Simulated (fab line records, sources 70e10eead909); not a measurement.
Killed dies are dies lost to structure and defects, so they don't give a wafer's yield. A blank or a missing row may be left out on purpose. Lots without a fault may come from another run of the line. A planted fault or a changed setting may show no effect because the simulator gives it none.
Which tool did it? | flow nand_harc | 12 lots, 36 wafers sampled, at 4 steps of a route of 1159

WHAT THE GAUGES READ, wafer by wafer
The record holds no reading of a measuring or inspecting step that can be judged against a usual standard deviation.

WHICH TOOL RAN EACH LOT (tool, then ch and the chambers of the sampled wafers, then the start)
lot  | NHARC_A_CONTACT_ETCH_124             | NHARC_A_CONTACT_ETCH_91            | NHARC_A_CONTACT_STRIP_82                      | NHARC_A_CONTACT_STRIP_83
L606 | har_cap_etch-01 ch 0,1, day 17 05:40 | rie_diel-12 ch 2,3, day 17 07:43   | rie_diel-12 ch 0,3, day 17 08:36 or earlier   | wet_bench-03 ch 1,2,7, day 17 08:36
L605 | har_cap_etch-02 ch 0,1, day 17 07:55 | rie_diel-12 ch 1,2, day 17 09:49   | rie_diel-12 ch 1,2,3, day 17 10:46 or earlier | wet_bench-02 ch 0,6,7, day 17 10:46
L607 | har_cap_etch-02 ch 0,1, day 17 16:20 | rie_diel-12 ch 0,2, day 17 18:15   | rie_diel-13 ch 1,2,3, day 17 19:16 or earlier | wet_bench-02 ch 4,5,6, day 17 19:16
L609 | har_cap_etch-03 ch 0,1, day 17 21:56 | rie_diel-10 ch 0,2, day 17 23:48   | rie_diel-10 ch 0,3, day 18 00:48 or earlier   | wet_bench-03 ch 3,4,5, day 18 00:48
L612 | har_cap_etch-01 ch 0,1, day 18 11:08 | rie_diel-12 ch 0,2,3, day 18 13:30 | rie_diel-12 ch 1,2,3, day 18 14:24 or earlier | wet_bench-02 ch 0,3,7, day 18 14:24
L614 | har_cap_etch-03 ch 0,1, day 19 02:08 | rie_diel-12 ch 0,1,3, day 19 04:02 | rie_diel-12 ch 0,1,2, day 19 04:55 or earlier | wet_bench-03 ch 4,6,7, day 19 04:55
L613 | har_cap_etch-01 ch 0,1, day 19 03:52 | rie_diel-12 ch 0,2,3, day 19 05:46 | rie_diel-12 ch 0,1,3, day 19 07:03 or earlier | wet_bench-03 ch 0,1,3, day 19 07:03
L616 | har_cap_etch-01 ch 0,1, day 19 17:11 | rie_diel-12 ch 0,2,3, day 19 19:12 | rie_diel-12 ch 0,2,3, day 19 20:06 or earlier | wet_bench-01 ch 5,6,7, day 19 20:06
L615 | har_cap_etch-03 ch 0,1, day 20 05:37 | rie_diel-12 ch 0,1,2, day 20 07:32 | rie_diel-10 ch 2,3, day 20 08:25 or earlier   | wet_bench-03 ch 1,2,6, day 20 08:25
L620 | har_cap_etch-01 ch 0,1, day 20 22:50 | rie_diel-13 ch 0,1,3, day 21 00:46 | rie_diel-13 ch 1,2,3, day 21 01:42 or earlier | wet_bench-02 ch 4,5,6, day 21 01:42
L622 | har_cap_etch-02 ch 0,1, day 21 04:47 | rie_diel-12 ch 1,2,3, day 21 07:07 | rie_diel-13 ch 0,1,3, day 21 07:59 or earlier | wet_bench-03 ch 3,5,7, day 21 07:59
L626 | har_cap_etch-02 ch 0,1, day 22 19:04 | rie_diel-10 ch 2,3, day 22 20:54   | rie_diel-10 ch 0,1, day 22 21:49 or earlier   | wet_bench-02 ch 0,6,7, day 22 21:49
- NHARC_A_CONTACT_ETCH_124: etches the open film in C4F8/O2/Ar, time 140 s, target depth 700 nm.
- NHARC_A_CONTACT_ETCH_91: etches the open film in CH3F/O2, target depth 40 nm, time 85.7 s.
- NHARC_A_CONTACT_STRIP_82: strips in O2.
- NHARC_A_CONTACT_STRIP_83: strips in post etch residue remover, time 600 s.

WHAT THE TOOLS THEMSELVES READ (means of the sampled wafers that have a number; where no wafer has one, the mark that the record gives instead)
NHARC_A_CONTACT_ETCH_91. Usual: drypump_motor_current_A 5.7 A, standard deviation 0.33; oes_product_au 0.94 a.u., standard deviation 0.033; rf_vpp_V 244.4 V, standard deviation 1.7; showerhead_plenum_p_Torr 2.45 Torr, standard deviation 0.1; throttle_valve_pct 20.663 %, standard deviation 0.0086.
lot  | tool        | drypump_motor_current_A (A) | oes_product_au (a.u.) | rf_vpp_V (V) | showerhead_plenum_p_Torr (Torr) | throttle_valve_pct (%) | flag
L606 | rie_diel-12 | 5.8                         | 0.93                  | 244.9        | 2.43                            | 20.658                 |
L605 | rie_diel-12 | 5.6                         | 0.93                  | 243.2        | 2.37                            | 20.670                 |
L607 | rie_diel-12 | 5.6                         | 1.01                  | 243.4        | 2.44                            | 20.664                 |
L609 | rie_diel-10 | 6.1                         | 1.00                  | 244.6        | 2.51                            | 20.659                 |
L612 | rie_diel-12 | 5.7                         | 0.93                  | 245.3        | 2.47                            | 20.662                 |
L614 | rie_diel-12 | 5.6                         | 0.91                  | 244.4        | 2.45                            | 20.668                 |
L613 | rie_diel-12 | 5.7                         | 0.92                  | 245.8        | 2.47                            | 20.656                 |
L616 | rie_diel-12 | 5.7                         | 0.92                  | 245.2        | 2.47                            | 20.657                 |
L615 | rie_diel-12 | 5.5                         | 0.92                  | 243.5        | 2.42                            | 20.668                 |
L620 | rie_diel-13 | 5.3                         | 1.00                  | 243.5        | 2.43                            | 20.660                 |
L622 | rie_diel-12 | 5.7                         | 0.91                  | 243.1        | 2.40                            | 20.667                 |
L626 | rie_diel-10 | 5.8                         | 0.94                  | 243.7        | 2.44                            | 20.662                 |

NHARC_A_CONTACT_STRIP_82. Usual: chamber_pressure_mTorr 60.00 mTorr, standard deviation 0.056; drypump_motor_current_A 5.7 A, standard deviation 0.38; oes_product_au 0.999 a.u., standard deviation 0.014; rf_vpp_V 57.7 V, standard deviation 0.89; showerhead_plenum_p_Torr 3.54 Torr, standard deviation 0.15; throttle_valve_pct 17.034 %, standard deviation 0.0086.
lot  | tool        | chamber_pressure_mTorr (mTorr) | drypump_motor_current_A (A) | oes_product_au (a.u.) | rf_vpp_V (V) | showerhead_plenum_p_Torr (Torr) | throttle_valve_pct (%) | flag
L606 | rie_diel-12 | 59.99                          | 5.5                         | 0.994                 | 58.4         | 3.62                            | 17.037                 |
L605 | rie_diel-12 | 60.03                          | 5.7                         | 0.998                 | 58.1         | 3.46                            | 17.031                 |
L607 | rie_diel-13 | 60.07                          | 5.4                         | 0.999                 | 56.9         | 3.46                            | 17.031                 |
L609 | rie_diel-10 | 59.94                          | 6.1                         | 1.014                 | 57.9         | 3.63                            | 17.039                 |
L612 | rie_diel-12 | 59.96                          | 5.7                         | 0.997                 | 57.1         | 3.46                            | 17.041                 |
L614 | rie_diel-12 | 60.00                          | 5.5                         | 1.005                 | 57.3         | 3.47                            | 17.034                 |
L613 | rie_diel-12 | 60.00                          | 5.6                         | 0.995                 | 57.8         | 3.52                            | 17.031                 |
L616 | rie_diel-12 | 59.96                          | 5.7                         | 0.991                 | 57.2         | 3.55                            | 17.034                 |
L615 | rie_diel-10 | 59.99                          | 5.7                         | 1.007                 | 58.5         | 3.45                            | 17.027                 |
L620 | rie_diel-13 | 59.98                          | 5.3                         | 1.000                 | 57.5         | 3.45                            | 17.029                 |
L622 | rie_diel-13 | 60.03                          | 5.3                         | 0.999                 | 58.0         | 3.49                            | 17.038                 |
L626 | rie_diel-10 | 60.02                          | 6.3                         | 1.002                 | 58.6         | 3.71                            | 17.038                 |

NHARC_A_CONTACT_STRIP_83. Usual: bath_heat_duty_pct 13.1 %, standard deviation 1.6; run_length_s 603.2 s, standard deviation 1.1.
lot  | tool         | bath_heat_duty_pct (%) | run_length_s (s) | flag
L606 | wet_bench-03 | 12.4                   | 602.4            |
L605 | wet_bench-02 | 13.1                   | 603.8            |
L607 | wet_bench-02 | 12.3                   | 605.1            |
L609 | wet_bench-03 | 12.5                   | 602.4            |
L612 | wet_bench-02 | 14.5                   | 603.0            |
L614 | wet_bench-03 | -                      | -                | OFF
L613 | wet_bench-03 | -                      | -                | OFF
L616 | wet_bench-01 | 12.2                   | 604.1            |
L615 | wet_bench-03 | 12.8                   | 602.5            |
L620 | wet_bench-02 | 13.0                   | 604.5            |
L622 | wet_bench-03 | 12.2                   | 601.6            |
L626 | wet_bench-02 | 12.7                   | 604.1            |

THE ANSWER, worked out from the rows above alone
Rule: a lot is off if the mean of its wafers that have a number lies more than 3 standard deviations from the usual mean. A lot without any number at a reading at which 4 lots or more have one is off too. The other lots that the step has rows for count as sound. The gauges are gone through in route order, then the tools' own readings, and for those a lot's mean is taken as printed above. The first step at which some lot is off is used, and at that step the reading that is off furthest; a lot without a number counts as furthest.
Off: L614, L613, at NHARC_A_CONTACT_STRIP_83 (bath_heat_duty_pct). Without a number there: L614, L613.
A tool fits if, at that step or a process step before it, it ran every lot that is off, and no sound lot after the first of them. NHARC_A_CONTACT_STRIP_82 gives no start for some lots, so the hours and the order of its lots are those of NHARC_A_CONTACT_STRIP_83. None of those tried fits.

WHAT THE SIMULATOR HAD PUT IN
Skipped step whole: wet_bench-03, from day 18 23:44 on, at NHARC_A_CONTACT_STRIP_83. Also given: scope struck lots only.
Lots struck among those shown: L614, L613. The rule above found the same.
